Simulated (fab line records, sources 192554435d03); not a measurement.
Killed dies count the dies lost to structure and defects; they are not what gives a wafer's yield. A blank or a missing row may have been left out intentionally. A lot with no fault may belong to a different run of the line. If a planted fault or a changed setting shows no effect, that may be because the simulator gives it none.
The tool behind it: which one?    flow n5Finfet    11 lots, 31 wafers sampled, at 5 steps of a route of 1938

WHAT THE GAUGES READ, wafer by wafer
No reading from a measuring or inspecting step in the record can be judged against a usual standard deviation.

WHAT TOOL EACH LOT RAN ON (gives the tool, then ch and the chambers of the sampled wafers, and finally the start)
lot   N5_BEOL_M9_STRIP_36                N5_BEOL_M9_ECD_50              N5_BEOL_M9_CMP_52              N5_BEOL_M10_CURE_71           N5_BEOL_M10_HM_DEP_02
L359  rieDiel-02 ch 0,2, day 11 06:50    ecdCu-01 ch 1, day 11 11:22    cmp-01 ch 1,2,3, day 11 12:45  uvCure-03 ch 1, day 11 13:19  pvdSputter-03, day 11 14:48
L361  rieDiel-06 ch 0,1, day 11 12:02    ecdCu-01 ch 0,1, day 11 15:11  cmp-03 ch 0,2, day 11 15:35    uvCure-02 ch 2, day 11 16:21  pvdSputter-01, day 11 19:11
L360  rieDiel-02 ch 0,3, day 11 14:20    ecdCu-01 ch 0,1, day 11 16:18  cmp-03 ch 2,3, day 11 17:07    uvCure-02 ch 2, day 11 17:43  pvdSputter-01, day 11 19:23
L363  rieDiel-05 ch 0,3, day 12 09:50    ecdCu-02 ch 0,1, day 12 12:33  cmp-02 ch 1,2, day 12 12:58    uvCure-03 ch 1, day 12 13:34  pvdSputter-03, day 12 15:19
L365  rieDiel-06 ch 1,3, day 12 15:03    ecdCu-01 ch 0,1, day 12 18:39  cmp-03 ch 0,2, day 12 19:35    uvCure-01 ch 1, day 12 20:16  pvdSputter-01, day 12 20:47
L366  rieDiel-02 ch 0,1,2, day 12 15:19  ecdCu-02 ch 0,1, day 12 19:22  cmp-03 ch 2,3, day 12 19:52    uvCure-02 ch 0, day 12 20:28  pvdSputter-02, day 12 21:05
L364  rieDiel-06 ch 1,2,3, day 12 18:22  ecdCu-02 ch 0,1, day 12 21:37  cmp-03 ch 0,1,3, day 12 22:25  uvCure-02 ch 0, day 12 23:25  pvdSputter-03, day 13 02:32
L368  rieDiel-05 ch 1,2, day 13 12:19    ecdCu-02 ch 0, day 13 13:51    cmp-03 ch 0,2,3, day 13 14:16  uvCure-02 ch 1, day 13 14:52  pvdSputter-03, day 13 16:40
L374  rieDiel-02 ch 2,3, day 14 10:26    ecdCu-01 ch 0,1, day 14 13:25  cmp-01 ch 1,2, day 14 13:52    uvCure-01 ch 1, day 14 14:34  pvdSputter-02, day 14 16:17
L372  rieDiel-02 ch 0,2, day 14 13:21    ecdCu-02 ch 0,1, day 14 15:46  cmp-02 ch 2,3, day 14 16:29    uvCure-02 ch 0, day 14 17:17  pvdSputter-02, day 14 19:25
L375  rieDiel-02 ch 1,2, day 15 07:52    ecdCu-02 ch 0,1, day 15 10:11  cmp-03 ch 0,3, day 15 10:35    uvCure-01 ch 1, day 15 11:13  pvdSputter-03, day 15 15:03
- N5_BEOL_M9_STRIP_36: strips in N2/H2.
- N5_BEOL_M9_ECD_50: material Cu, target thk 318 nm.
- N5_BEOL_M9_CMP_52: polishes, stops on SiCOH lowk, t overpolish 7 s, target thk 140 nm.
- N5_BEOL_M10_CURE_71: cures SiCOH lowk, time 240 s.
- N5_BEOL_M10_HM_DEP_02: deposits TiN, target thk 20 nm.

WHAT THE TOOLS THEMSELVES READ (means of the sampled wafers that have a number; where no wafer has one, the mark that the record gives instead)
N5_BEOL_M9_STRIP_36.
lot   tool        drypumpMotorCurrentA (A)  oesProductAu (a.u.)  powerW (W)  rfVppV (V)  showerheadPlenumPTorr (Torr)  throttleValvePct (%)
L359  rieDiel-02  6.0                       0.79                 450.3       60.0        2.56                          23.47
L361  rieDiel-06  5.9                       0.72                 450.0       59.0        2.49                          23.62
L360  rieDiel-02  5.1                       0.81                 451.9       59.9        2.49                          23.22
L363  rieDiel-05  5.3                       0.74                 450.0       58.2        2.64                          23.29
L365  rieDiel-06  5.4                       0.78                 449.5       58.2        2.45                          23.62
L366  rieDiel-02  6.1                       0.81                 450.6       59.2        2.60                          23.49
L364  rieDiel-06  5.9                       0.84                 448.3       57.0        2.46                          23.60
L368  rieDiel-05  5.5                       0.82                 449.2       58.5        2.48                          23.42
L374  rieDiel-02  5.6                       0.78                 451.3       58.9        2.52                          23.56
L372  rieDiel-02  5.9                       0.77                 450.1       58.9        2.55                          23.39
L375  rieDiel-02  6.2                       0.79                 450.4       58.3        2.62                          23.73

N5_BEOL_M9_CMP_52.
lot   tool    motorCurrentA (A)  timeToEndpointS (s)
L359  cmp-01  5.4                65.4
L361  cmp-03  5.7                68.3
L360  cmp-03  6.0                71.7
L363  cmp-02  6.0                67.6
L365  cmp-03  5.8                63.4
L366  cmp-03  6.1                67.7
L364  cmp-03  6.6                66.3
L368  cmp-03  6.1                66.8
L374  cmp-01  5.6                69.4
L372  cmp-02  6.1                51.1
L375  cmp-03  6.5                31.6

N5_BEOL_M10_CURE_71.
lot   tool       lampPowerPct (%)  wafer_temp_C_max
L359  uvCure-03  52.31             386.2
L361  uvCure-02  52.27             386.9
L360  uvCure-02  52.34             386.9
L363  uvCure-03  52.28             386.4
L365  uvCure-01  52.31             386.7
L366  uvCure-02  52.30             386.7
L364  uvCure-02  52.31             386.0
L368  uvCure-02  52.31             386.4
L374  uvCure-01  52.31             386.3
L372  uvCure-02  52.38             386.4
L375  uvCure-01  52.34             386.4

N5_BEOL_M10_HM_DEP_02.
lot   tool           throttleValvePct (%)
L359  pvdSputter-03  30.4
L361  pvdSputter-01  30.7
L360  pvdSputter-01  31.2
L363  pvdSputter-03  30.2
L365  pvdSputter-01  31.5
L366  pvdSputter-02  30.6
L364  pvdSputter-03  30.0
L368  pvdSputter-03  30.2
L374  pvdSputter-02  30.0
L372  pvdSputter-02  30.5
L375  pvdSputter-03  29.9

THE ANSWER, worked out from the rows above alone
Rule: the usual values come from the lots themselves. Put in order of their means at a reading, lots are off if they are a third of the lots or fewer, leave a main group of 4 or more, and stand apart from it by a gap of 3 or more times the standard deviation of the main group's means; of several such gaps the widest counts. A main group whose means are all the same, to the digits that the tables above print for the reading, isn't used. A lot without any number at a reading at which 4 lots or more have one is off too. All remaining lots with rows at the step are treated as sound. The gauges are gone through in route order, then the tools' own readings, and for those a lot's mean is taken as printed above. At the first step where some lot is off, the reading lying furthest off is the one used; lots without a number count as furthest.
Off at N5_BEOL_M9_CMP_52 (timeToEndpointS): L372, L375. The main group: mean 67.4 s, standard deviation 2.2.
A tool fits if, at that step or a process step before it, it ran every lot that is off, and no sound lot after the first of them. 2 tools fit, rieDiel-02 at N5_BEOL_M9_STRIP_36 and ecdCu-02 at N5_BEOL_M9_ECD_50, so this cannot tell which one it is.

WHAT WAS PUT IN BY THE SIMULATOR
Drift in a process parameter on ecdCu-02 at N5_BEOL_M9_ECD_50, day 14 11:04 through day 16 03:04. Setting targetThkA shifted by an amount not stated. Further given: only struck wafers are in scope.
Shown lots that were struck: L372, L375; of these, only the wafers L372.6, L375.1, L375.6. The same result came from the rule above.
